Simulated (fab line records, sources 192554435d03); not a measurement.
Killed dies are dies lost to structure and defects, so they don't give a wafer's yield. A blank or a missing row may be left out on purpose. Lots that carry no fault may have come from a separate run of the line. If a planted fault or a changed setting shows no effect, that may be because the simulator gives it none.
Matching of chambers ; flow n5Finfet ; N5_BEOL_M5_CMP_52 on cmp-03: 4 sister chambers
The step polishes, stops on SiCOH lowk, t overpolish 6.9 s, target thk 62 nm. 8 wafers are shown with their chamber, then 9 later ones without.

WAFERS, EACH WITH ITS CHAMBER
wafer;chamber;motorCurrentA (A);timeToEndpointS (s)
L079.4;3;5.6;59.6
L080.6;2;5.4;57.7
L082.2;1;5.4;59.8
L082.5;0;5.7;58.0
L082.6;1;5.6;58.3
L086.2;0;5.3;66.1
L086.3;3;5.8;61.8
L086.6;2;5.5;61.1

WAFERS WITHOUT THEIR CHAMBER
wafer;motorCurrentA (A);timeToEndpointS (s)
L092.2;5.3;56.8
L092.3;5.5;63.1
L092.4;5.6;61.8
L093.1;5.7;57.6
L093.2;5.3;63.0
L093.5;6.1;58.8
L095.1;5.4;60.1
L095.3;5.5;55.8
L095.4;5.8;53.7

THE CHAMBER EACH PASSED THROUGH
wafer;from the rows above;in truth
L092.2;can't be placed: 2 or 1 or 0 or 3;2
L092.3;can't be placed: 0 or 2 or 1 or 3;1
L092.4;can't be placed: 0 or 3 or 1 or 2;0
L093.1;can't be placed: 3 or 1 or 2 or 0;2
L093.2;can't be placed: 0 or 2 or 1 or 3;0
L093.5;can't be placed: 3 or 1 or 0 or 2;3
L095.1;can't be placed: 2 or 1 or 0 or 3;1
L095.3;can't be placed: 1 or 2 or 3 or 0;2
L095.4;can't be placed: 3 or 1 or 2 or 0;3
0 of 9 placed correctly. Not placeable from these rows: 9 (in 9, the candidates include the true chamber). Number placed wrongly: 0.
How it was worked out, from the rows above alone: a wafer's distance from a chamber is the root of the sum, over the readings, of the square of ((its reading less the chamber's mean) divided by the reading's scatter). The wafer belongs to the nearest chamber; if the next one is less than 2 further off, it can't be placed. The mean given for a chamber averages the wafers shown for that chamber. The scatter: the root of (the sum of the squares of (reading less its chamber's mean) over the shown wafers, divided by (wafers less chambers)).
